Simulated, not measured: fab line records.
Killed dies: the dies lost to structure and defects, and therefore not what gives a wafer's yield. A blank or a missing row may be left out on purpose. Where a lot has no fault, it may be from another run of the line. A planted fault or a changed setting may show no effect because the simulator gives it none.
Split-lot trial || flow n5-finfet || 7 lots, 21 wafers read, on a route of 1938 steps

ON THE SPLIT
At N5_BEOL_M7_TRENCH_ETCH_37 (etches SiCOH lowk in C4F6/O2, target depth 93.478 nm, time 31.2 s), the setting time-s was moved away from the recipe's 31.2 s on 6 of the 21 wafers read, by -21.4% to +16.9%. For the rest of the wafers, this setting stayed at what the recipe calls for.

FROM THE SPLIT TO THE READING: what the file shows between them, 11 steps
- N5_BEOL_M7_ETCH_41: etches SiCN in CH3F/O2, target depth 31.9 nm, time 57.8 s
- N5_BEOL_M7_STRIP_80: strips in N2/H2, time 10 s
- N5_BEOL_M7_OCD_MEAS_38
- N5_BEOL_M7_HM_STRIP_39: strips TiN in peroxide tin strip, target depth 25 nm, time 158 s
- N5_BEOL_M7_SRD_40: time 30 s
- N5_BEOL_M7_ECD_50: material Cu, target thk 300 nm
- N5_BEOL_M7_ANNEAL_51: time 90 s
- N5_BEOL_M7_CMP_52: polishes, stops on SiCOH lowk, t overpolish 6.9 s, target thk 80 nm
- N5_BEOL_M7_THK_MEAS_53: measures by xrf
- N5_BEOL_M7_PRE_CLEAN_55: time 15 s
- N5_BEOL_M7_DEP_56: deposits SiCN from 3MS/NH3, target thk 10 nm, time 17.5 s

THE READING
M7_RS (ohm/sq), read at N5_BEOL_M7_RS_MEAS_57 with a four-point probe. On this fab line, fault-free wafers typically give 0.290 ohm/sq with a standard deviation of 0.0092 ohm/sq.

{"wafer": "L074.2", "tool, chamber at the split": "rie-diel-03, 0", "time-s as run, s": 31.2, "against the recipe": "recipe", "M7_RS, ohm/sq": 0.290, "against lot-mates on the recipe": "-"}
{"wafer": "L074.4", "tool, chamber at the split": "rie-diel-03, 2", "time-s as run, s": 34.4, "against the recipe": "+10.3%", "M7_RS, ohm/sq": 0.269, "against lot-mates on the recipe": -0.021}
{"wafer": "L074.6", "tool, chamber at the split": "rie-diel-03, 1", "time-s as run, s": 34.4, "against the recipe": "+10.3%", "M7_RS, ohm/sq": 0.255, "against lot-mates on the recipe": -0.035}
{"wafer": "L084.3", "tool, chamber at the split": "rie-diel-03, 3", "time-s as run, s": 31.2, "against the recipe": "recipe", "M7_RS, ohm/sq": 0.292, "against lot-mates on the recipe": "-"}
{"wafer": "L084.4", "tool, chamber at the split": "rie-diel-03, 0", "time-s as run, s": 31.2, "against the recipe": "recipe", "M7_RS, ohm/sq": 0.283, "against lot-mates on the recipe": "-"}
{"wafer": "L084.5", "tool, chamber at the split": "rie-diel-03, 0", "time-s as run, s": 31.2, "against the recipe": "recipe", "M7_RS, ohm/sq": 0.280, "against lot-mates on the recipe": "-"}
{"wafer": "L085.1", "tool, chamber at the split": "rie-diel-06, 1", "time-s as run, s": 31.2, "against the recipe": "recipe", "M7_RS, ohm/sq": 0.293, "against lot-mates on the recipe": "-"}
{"wafer": "L085.3", "tool, chamber at the split": "rie-diel-06, 0", "time-s as run, s": 36.46, "against the recipe": "+16.9%", "M7_RS, ohm/sq": 0.232, "against lot-mates on the recipe": -0.056}
{"wafer": "L085.4", "tool, chamber at the split": "rie-diel-06, 2", "time-s as run, s": 31.2, "against the recipe": "recipe", "M7_RS, ohm/sq": 0.284, "against lot-mates on the recipe": "-"}
{"wafer": "L086.2", "tool, chamber at the split": "rie-diel-05, 0", "time-s as run, s": 31.2, "against the recipe": "recipe", "M7_RS, ohm/sq": 0.285, "against lot-mates on the recipe": "-"}
{"wafer": "L086.5", "tool, chamber at the split": "rie-diel-05, 3", "time-s as run, s": 27.47, "against the recipe": "-12.0%", "M7_RS, ohm/sq": 0.327, "against lot-mates on the recipe": "+0.039"}
{"wafer": "L086.6", "tool, chamber at the split": "rie-diel-05, 0", "time-s as run, s": 31.2, "against the recipe": "recipe", "M7_RS, ohm/sq": 0.291, "against lot-mates on the recipe": "-"}
{"wafer": "L089.2", "tool, chamber at the split": "rie-diel-06, 3", "time-s as run, s": 31.2, "against the recipe": "recipe", "M7_RS, ohm/sq": 0.296, "against lot-mates on the recipe": "-"}
{"wafer": "L089.5", "tool, chamber at the split": "rie-diel-06, 1", "time-s as run, s": 31.2, "against the recipe": "recipe", "M7_RS, ohm/sq": 0.302, "against lot-mates on the recipe": "-"}
{"wafer": "L089.6", "tool, chamber at the split": "rie-diel-06, 0", "time-s as run, s": 24.53, "against the recipe": "-21.4%", "M7_RS, ohm/sq": 0.419, "against lot-mates on the recipe": "+0.120"}
{"wafer": "L090.1", "tool, chamber at the split": "rie-diel-03, 3", "time-s as run, s": 26.93, "against the recipe": "-13.7%", "M7_RS, ohm/sq": 0.359, "against lot-mates on the recipe": "+0.068"}
{"wafer": "L090.2", "tool, chamber at the split": "rie-diel-03, 0", "time-s as run, s": 31.2, "against the recipe": "recipe", "M7_RS, ohm/sq": 0.285, "against lot-mates on the recipe": "-"}
{"wafer": "L090.6", "tool, chamber at the split": "rie-diel-03, 3", "time-s as run, s": 31.2, "against the recipe": "recipe", "M7_RS, ohm/sq": 0.297, "against lot-mates on the recipe": "-"}
{"wafer": "L093.1", "tool, chamber at the split": "rie-diel-03, 3", "time-s as run, s": 31.2, "against the recipe": "recipe", "M7_RS, ohm/sq": 0.295, "against lot-mates on the recipe": "-"}
{"wafer": "L093.2", "tool, chamber at the split": "rie-diel-03, 0", "time-s as run, s": 31.2, "against the recipe": "recipe", "M7_RS, ohm/sq": 0.280, "against lot-mates on the recipe": "-"}
{"wafer": "L093.5", "tool, chamber at the split": "rie-diel-03, 3", "time-s as run, s": 31.2, "against the recipe": "recipe", "M7_RS, ohm/sq": 0.300, "against lot-mates on the recipe": "-"}

THE FIT
A straight line over all 21 wafers: M7_RS changes by -0.00441 ohm/sq for each +1% of time-s; r = -0.95; the points scatter about the line by 0.012 ohm/sq.
The same after taking each lot's own level away (the mean of its wafers on the recipe; 21 wafers): -0.00426 ohm/sq for each +1%; r = -0.96; scatter 0.01 ohm/sq.
The reading moves by 0.091 ohm/sq for the largest change in time-s, on that fit.
The lots' own levels span 0.2850 to 0.2990 ohm/sq, that is 1.5 times the standard deviation above.
The two slopes are in agreement: the lot-to-lot level therefore moves the slope only a little.
Check: +0.0782 ohm/sq against its lot-mates is what the line predicts for one of the wafers moved furthest among these (-21.4%) when that wafer is left out of the fit. Against them it came out at +0.12 ohm/sq.

ADDITIONAL SPLITS CARRIED BY THESE WAFERS
Other splits were also applied to these wafers ahead of the reading. Each is held against what the fit with the lots' levels taken away leaves over:
{"other split on the same wafers": "N5_BEOL_M7_COAT_60 spin-rpm", "wafers away from the commonest value": 5, "r with M7_RS (lot level and that fit taken away)": "+0.10"}
{"other split on the same wafers": "N5_BEOL_M7_VIA_ETCH_34 source-w", "wafers away from the commonest value": 11, "r with M7_RS (lot level and that fit taken away)": -0.34}

THE WHOLE CHAIN: every reading that the file lists as answering this split, in the file's order
{"step": "N5_BEOL_M7_TRENCH_ETCH_37", "what it does": "etches SiCOH lowk in C4F6/O2, target depth 93.478 nm, time 31.2 s", "reading": "etch.depth-nm (the simulator's own value, which no gauge read)", "change (the file's fit)": "+0.843 nm for each +1% of the setting", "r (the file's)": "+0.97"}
{"step": "N5_BEOL_M7_TRENCH_ETCH_37", "what it does": "etches SiCOH lowk in C4F6/O2, target depth 93.478 nm, time 31.2 s", "reading": "BEOL_M7.feature-depth-nm (the simulator's own value, which no gauge read)", "change (the file's fit)": "+0.846 nm for each +1% of the setting", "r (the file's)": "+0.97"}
{"step": "N5_BEOL_M7_TRENCH_ETCH_37", "what it does": "etches SiCOH lowk in C4F6/O2, target depth 93.478 nm, time 31.2 s", "reading": "TiN_of_BEOL_M7_HM_DEP_02.thk-nm (the simulator's own value, which no gauge read)", "change (the file's fit)": "-0.024 nm for each +1% of the setting", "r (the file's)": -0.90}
{"step": "N5_BEOL_M7_OCD_MEAS_38", "what it does": "", "reading": "trench-depth-nm", "change (the file's fit)": "+0.859 nm for each +1% of the setting", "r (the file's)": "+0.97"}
{"step": "N5_BEOL_M7_CMP_52", "what it does": "polishes, stops on SiCOH lowk, t overpolish 6.9 s, target thk 80 nm", "reading": "Cu_of_BEOL_M7_ECD_50.thk-nm (the simulator's own value, which no gauge read)", "change (the file's fit)": "+0.872 nm for each +1% of the setting", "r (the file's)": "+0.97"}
{"step": "N5_BEOL_M7_THK_MEAS_53", "what it does": "measures by xrf", "reading": "M7_THK", "change (the file's fit)": "+0.902 for each +1% of the setting", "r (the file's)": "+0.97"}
{"step": "N5_BEOL_M7_RS_MEAS_57", "what it does": "measures by four-point-probe", "reading": "M7_RS", "change (the file's fit)": "-0.00442 for each +1% of the setting", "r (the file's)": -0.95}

FILE'S OWN FIT
M7_RS changes by -0.00442 ohm/sq for each +1% of time-s, r = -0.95.
